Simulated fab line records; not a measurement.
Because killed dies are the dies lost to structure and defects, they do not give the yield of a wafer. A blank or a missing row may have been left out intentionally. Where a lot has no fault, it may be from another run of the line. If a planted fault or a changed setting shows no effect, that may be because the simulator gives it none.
Which tool is to blame?	flow nand_harc	39 wafers from 13 lots sampled at 5 of the route's 1302 steps

## WHAT THE GAUGES SHOWED, per wafer
NHARC_P_M1_OVL_MEAS_10: pitch 260 nm. Usual: overlay_x_nm 0.2 nm, standard deviation 0.73; overlay_y_nm 0.0 nm, standard deviation 0.91.
lot	measured	on	overlay_x_nm (nm)	overlay_y_nm (nm)	flag
L501	day 7 05:15	overlay-02	-0.1 -0.3 -0.2	0.4 0.4 0.6	
L502	day 7 18:37	overlay-01	1.2 1.2 0.8	0.9 0.6 0.1	
L503	day 8 13:22	overlay-01	-0.7 0.2 -0.4	-1.2 -1.3 -1.2	
L504	day 8 14:48	overlay-01	-0.2 -0.5 -0.1	0.2 -0.1 -0.1	
L508	day 10 08:23	overlay-02	0.6 0.2 0.5	1.3 0.3 0.2	
L509	day 10 22:56	overlay-02	0.2 -0.1 0.5	-0.2 -0.5 -0.1	
L510	day 11 01:35	overlay-02	-0.1 0.4 -0.3	-0.9 -1.4 -0.6	
L512	day 12 05:58	overlay-02	0.3 0.2 0.0	1.9 1.3 2.0	
L513	day 12 12:00	overlay-02	2.0 1.3 1.7	-0.4 0.3 -0.6	
L514	day 13 01:25	overlay-01	-1.0 -0.3 0.1	0.1 -0.1 0.0	
L516	day 13 18:26	overlay-02	-0.2 -0.2 -0.8	-0.3 -0.3 0.1	
L518	day 14 21:34	overlay-01	0.1 0.6 0.4	-1.6 -1.1 -1.5	
L520	day 15 12:32	overlay-01	-0.2 -0.3 0.2	1.4 0.9 0.2	

NHARC_P_M1_INSPECT_11. Usual: raw_defect_count reads 4.4 (standard deviation 3).
lot	measured	on	raw_defect_count	flag
L501	day 7 05:17	defect_inspect-01	4 2 2	
L502	day 7 18:40	defect_inspect-01	3 2 1	
L503	day 8 13:24	defect_inspect-02	4 3 1	
L504	day 8 14:50	defect_inspect-02	3 5 2	
L508	day 10 08:25	defect_inspect-02	2 3 3	
L509	day 10 22:58	defect_inspect-02	2 5 2	
L510	day 11 01:38	defect_inspect-02	7 10 8	
L512	day 12 06:01	defect_inspect-01	7 9 7	
L513	day 12 12:02	defect_inspect-02	10 7 4	
L514	day 13 01:26	defect_inspect-02	8 12 8	
L516	day 13 18:29	defect_inspect-01	7 2 3	
L518	day 14 21:36	defect_inspect-02	8 9 5	
L520	day 15 12:35	defect_inspect-02	3 3 3	

NHARC_END_SORT_01. Usual: defect_limited_yield 91.8 %, standard deviation 2.8; killed_at_array 51, standard deviation 18; killed_at_other 1.0, standard deviation 1.2; killed_at_periphery 3.7, standard deviation 2.9; killed_dies 55, standard deviation 19; killed_open 3.5, standard deviation 1.9; killed_short 2.6, standard deviation 1.6; sort_bin_2_pct 2.9 %, standard deviation 1.3; sort_bin_3_pct 0.6 %, standard deviation 0.38; sort_bin_4_pct 4.6 %, standard deviation 1.5; sort_n_pass 622, standard deviation 19; sort_rim_yield_pct 94 %, standard deviation 3.2; sort_yield_pct 91.8 %, standard deviation 2.8.
lot	measured	on	defect_limited_yield (%)	killed_at_array	killed_at_other	killed_at_periphery	killed_dies	killed_open	killed_short	sort_bin_2_pct (%)	sort_bin_3_pct (%)	sort_bin_4_pct (%)	sort_n_pass	sort_rim_yield_pct (%)	sort_yield_pct (%)	flag
L501	day 25 10:13	prober-02	90.4 90.1 91.6	60 64 55	2 2 2	3 1 0	65 67 57	4 2 1	3 2 2	3.2 3.0 3.1	0.6 1.2 0.4	5.8 5.8 4.9	612 610 620	92 99 92	90.4 90.1 91.6	
L509	day 29 11:43	prober-01	95.7 95.4 94.4	29 26 35	0 0 0	0 5 3	29 31 38	6 5 3	2 2 3	1.6 1.3 1.6	0 0 0	2.7 3.2 4.0	648 646 639	96 96 99	95.7 95.4 94.4	
L512	day 30 12:57	prober-02	91.4 88.8 89.4	46 61 65	2 1 0	10 14 7	58 76 72	1 5 1	5 3 3	1.5 4.0 4.0	0.4 0.9 0.3	6.6 6.4 6.4	619 601 605	91 85 92	91.4 88.8 89.4	
L513	day 31 02:05	prober-02	87.7 87.9 91.3	73 73 49	2 1 0	8 8 10	83 82 59	3 1 5	3 2 3	4.3 4.1 2.5	1.3 1.0 0.7	6.6 6.9 5.5	594 595 618	93 93 89	87.7 87.9 91.3	
L514	day 31 10:37	prober-01	91.1 88.3 90.4	50 72 59	2 1 1	8 6 5	60 79 65	5 6 2	6 3 4	3.0 4.1 3.5	1.3 1.0 0.4	4.6 6.5 5.6	617 598 612	90 92 91	91.1 88.3 90.4	
L516	day 32 03:34	prober-01	91.0 90.1 91.9	54 58 51	1 4 1	6 5 3	61 67 55	5 6 2	1 3 1	4.1 3.2 3.1	0.1 1.0 0.6	4.7 5.6 4.4	616 610 622	96 93 97	91.0 90.1 91.9	
L518	day 33 11:44	prober-02	89.8 91.1 91.4	65 54 53	0 1 1	4 5 4	69 60 58	3 2 5	4 6 1	4.4 2.8 3.7	0.4 0.9 0.7	5.3 5.2 4.1	608 617 619	96 92 93	89.8 91.1 91.4	

## WHICH TOOL RAN EACH LOT (tool, then ch and the chambers of the sampled wafers, then the start)
lot	NHARC_P_M0_PVD_20	NHARC_P_M1_DEVELOP_08
L501	pvd_sputter-01, day 7 05:00 or earlier	litho_track-01 ch 0, day 7 05:00
L502	pvd_sputter-03, day 7 18:00 or earlier	litho_track-04 ch 0, day 7 18:00
L503	pvd_sputter-01, day 8 13:00 or earlier	litho_track-01 ch 0, day 8 13:00
L504	pvd_sputter-02, day 8 14:00 or earlier	litho_track-01 ch 0, day 8 14:00
L508	pvd_sputter-01, day 10 08:00 or earlier	litho_track-06 ch 0, day 10 08:00
L509	pvd_sputter-02, day 10 22:00 or earlier	litho_track-04 ch 0, day 10 22:00
L510	pvd_sputter-03, day 11 01:00 or earlier	litho_track-06 ch 0, day 11 01:00
L512	pvd_sputter-02, day 12 05:00 or earlier	litho_track-04 ch 0, day 12 05:00
L513	pvd_sputter-02, day 12 11:00 or earlier	litho_track-04 ch 0, day 12 11:00
L514	pvd_sputter-03, day 13 01:00 or earlier	litho_track-04 ch 0, day 13 01:00
L516	pvd_sputter-01, day 13 18:00 or earlier	litho_track-04 ch 0, day 13 18:00
L518	pvd_sputter-03, day 14 21:00 or earlier	litho_track-04 ch 0, day 14 21:00
L520	pvd_sputter-02, day 15 12:00 or earlier	litho_track-04 ch 0, day 15 12:00
- NHARC_P_M0_PVD_20: deposits TaN, target thk 5 nm, time 8.06 s.
- NHARC_P_M1_DEVELOP_08: develop time 35 s.

## AS READ BY THE TOOLS THEMSELVES (means over the sampled wafers that have a number; for cases with no such wafer, the mark the record gives instead)
NHARC_P_M0_PVD_20. Usual: cathode_dc_power_W 15001 W, standard deviation 2.7; throttle_valve_pct 30.2 %, standard deviation 0.89.
lot	tool	cathode_dc_power_W (W)	throttle_valve_pct (%)	flag
L501	pvd_sputter-01	15001	29.2	
L502	pvd_sputter-03	15001	29.7	
L503	pvd_sputter-01	15000	29.3	
L504	pvd_sputter-02	14999	31.0	
L508	pvd_sputter-01	15002	29.0	
L509	pvd_sputter-02	15001	30.8	
L510	pvd_sputter-03	15003	30.4	
L512	pvd_sputter-02	14998	30.3	
L513	pvd_sputter-02	15000	30.8	
L514	pvd_sputter-03	14997	30.7	
L516	pvd_sputter-01	15000	28.4	
L518	pvd_sputter-03	15001	30.6	
L520	pvd_sputter-02	15001	30.8	

NHARC_P_M1_DEVELOP_08. Usual: developer_temp_C reads 23.00 C (standard deviation 0.12).
lot	tool	developer_temp_C (C)	flag
L501	litho_track-01	22.97	
L502	litho_track-04	22.89	
L503	litho_track-01	22.81	
L504	litho_track-01	22.17	OFF
L508	litho_track-06	23.02	
L509	litho_track-04	22.97	
L510	litho_track-06	22.93	
L512	litho_track-04	22.98	
L513	litho_track-04	23.24	
L514	litho_track-04	22.93	
L516	litho_track-04	23.03	
L518	litho_track-04	23.06	
L520	litho_track-04	23.05	

## THE ANSWER, worked out from the rows above alone
Rule: a lot counts as off when the mean over its wafers that have a number is more than 3 standard deviations away from the usual mean. A lot without any number at a reading at which 4 lots or more have one is off too. The other lots that the step has rows for count as sound. Order of review: gauges by route order, followed by the tools' own readings, for which a lot's mean as printed above is used. At the first step where some lot is off, the reading lying furthest off is the one used; lots without a number count as furthest.
Off, at NHARC_P_M1_DEVELOP_08 on developer_temp_C: L504.
If a tool, at that step or one of the process steps before it, ran each lot that is off and ran no sound lot following the first of them, it fits. With no start given for some of its lots, NHARC_P_M0_PVD_20 uses the hours and lot order of NHARC_P_M1_DEVELOP_08. One fits: litho_track-01 at NHARC_P_M1_DEVELOP_08. A fault onset in the window from L503 (day 8 13:00, its last sound lot) to L504 (day 8 14:00, its first lot off) fits.
On the lots that are off, the tool's own readings at NHARC_P_M1_DEVELOP_08 differ by more than 5 times the standard deviation of the sound lots' means, which bears it out; developer_temp_C reads 22.17 C there versus 22.99 C on the sound lots.

## WHAT THE SIMULATOR HAD PUT IN
Process parameters drifting: litho_track-01 at NHARC_P_M1_DEVELOP_08, beginning at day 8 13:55. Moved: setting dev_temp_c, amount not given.
Lots struck among those shown: L504. Same finding as the rule above.
